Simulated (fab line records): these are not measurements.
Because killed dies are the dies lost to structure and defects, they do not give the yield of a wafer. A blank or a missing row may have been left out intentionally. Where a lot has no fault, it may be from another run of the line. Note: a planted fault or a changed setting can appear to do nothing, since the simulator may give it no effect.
Struck lot and sound lot, side by side + flow n5-finfet + 16 out of 1938 route steps
Sound: these wafers, L999.1, L999.2, L999.4. Struck: wafers L106.2, L106.6 (left out: L106.3, a lot-mate that was not struck); the cause follows at the end.
Order at every step that has rows: each side's tool, ch and its chambers, its first start. Under that, the readings that differ: sound wafers + struck wafers + difference of the means + sigmas: that difference in standard deviations of wafers without a fault.
alike: a reading whose means differ by less than 2 such deviations, as well as words and numbers matching on both sides. not compared: withheld readings; readings where some wafer has no value; bounds like >300 that might hide an equal value; numbers whose values overlap and for which the record gives no deviation.
Wherever a step has rows on one side only, a row that says differs or no value, or a row with sigmas, the two part there. Non-overlapping numbers with no deviation appear without sigmas and do not part them. A reading missing from all wafers of one side parts the sides only when that side holds two or more wafers.

first, 1 step without rows for these wafers: N5_BEOL_M1_STRIP_36 (strips in N2/H2).
N5_BEOL_M1_TRENCH_ETCH_37: etches SiOC in C4F6/O2, target depth 55.207 nm, time 29 s.
  sound on rie-diel-04 ch 2,3; struck on rie-diel-04 ch 1,3
  alike: drypump-motor-current-A, oes_ar_750_au, oes-product-au, rf-vpp-V, showerhead-plenum-p-Torr, throttle-valve-pct
  not compared: rf-hours-counter-h
N5_BEOL_M1_ETCH_41: etches SiCN in CH3F/O2, target depth 31.9 nm, time 57.8 s.
  sound on rie-diel-04 ch 2,3; struck on rie-diel-04 ch 1,3
  alike: drypump-motor-current-A, oes-product-au, rf-vpp-V, showerhead-plenum-p-Torr, throttle-valve-pct
  not compared: rf-hours-counter-h
N5_BEOL_M1_STRIP_97: strips in N2/H2, time 10 s.
  sound on rie-diel-04 ch 2,3; struck on rie-diel-04 ch 1,3
  alike: drypump-motor-current-A, oes-product-au, rf-vpp-V, showerhead-plenum-p-Torr, throttle-valve-pct
  not compared: rf-hours-counter-h
N5_BEOL_M1_OCD_MEAS_38:
  sound on ocd-02, day 7 03:17; struck on ocd-01, day 8 07:48
  alike: trench-depth-nm
then, 4 steps without rows for these wafers: N5_BEOL_M1_HM_STRIP_39 (strips TiN in peroxide tin strip, target depth 25 nm, time 158 s); N5_BEOL_M1_SRD_40 (time 30 s); N5_BEOL_M1_PRECLEAN_42 (cleans in residue remover, time 60 s); N5_BEOL_M1_SRD_43 (time 30 s).
N5_BEOL_M1_CD_MEAS_35: target cd 18 nm, target cd y 21 nm.
  sound on cd-sem-02, day 7 03:26; struck on cd-sem-01, day 8 07:58
  alike: cd-nm
N5_BEOL_M1_DEGAS_44: time 60 s.
  sound on pvd-sputter-02, day 7 03:37; struck on pvd-sputter-02, day 8 08:00
  alike: heater-power-w
then, 1 step without rows for these wafers: N5_BEOL_M1_PRE_CLEAN_45 (time 30 s).
N5_BEOL_M1_ALD_84: deposits TaN, pulse time 2 s, purge time 3 s, co reactant purge time 2 s.
  sound on ald-metal-02 ch 0,2,3, day 7 03:49; struck on ald-metal-01 ch 0,3, day 8 08:10
| reading    | sound    | struck | difference | sigmas |
|------------|----------|--------|------------|--------|
| ald-cycles | 30 30 30 | 29 29  | -1         |        |
  alike: chamber-pressure-Torr, heater-power-outer-w, heater-power-w
N5_BEOL_M1_SURFACE_TREAT_85:
  sound on pvd-sputter-03, day 7 04:11; struck on pvd-sputter-02, day 8 08:23
  not compared: pressure-mtorr, throttle-valve-pct
-- here the record skips 3 days between the struck wafers' starts before and after, leaving off in module BEOL_M1 and picking up in module BEOL_M4 (first step shown: number 1111 of the route) --
N5_BEOL_M4_RC_MEAS_101:
  sound on prober-02 ch 0, day 8 20:29; struck on prober-01 ch 0, day 11 04:07
  alike: DIBL_N, DIBL_P, IOFF_N, IOFF_P, ION_N, ION_P, SS_N, SS_P, VT_N, VT_P
then, 1 step without rows for these wafers: N5_PASSIVATION_PROBE_49.

## WHERE THEY PART
Nowhere in this record.

WHY: the cause the simulator had injected
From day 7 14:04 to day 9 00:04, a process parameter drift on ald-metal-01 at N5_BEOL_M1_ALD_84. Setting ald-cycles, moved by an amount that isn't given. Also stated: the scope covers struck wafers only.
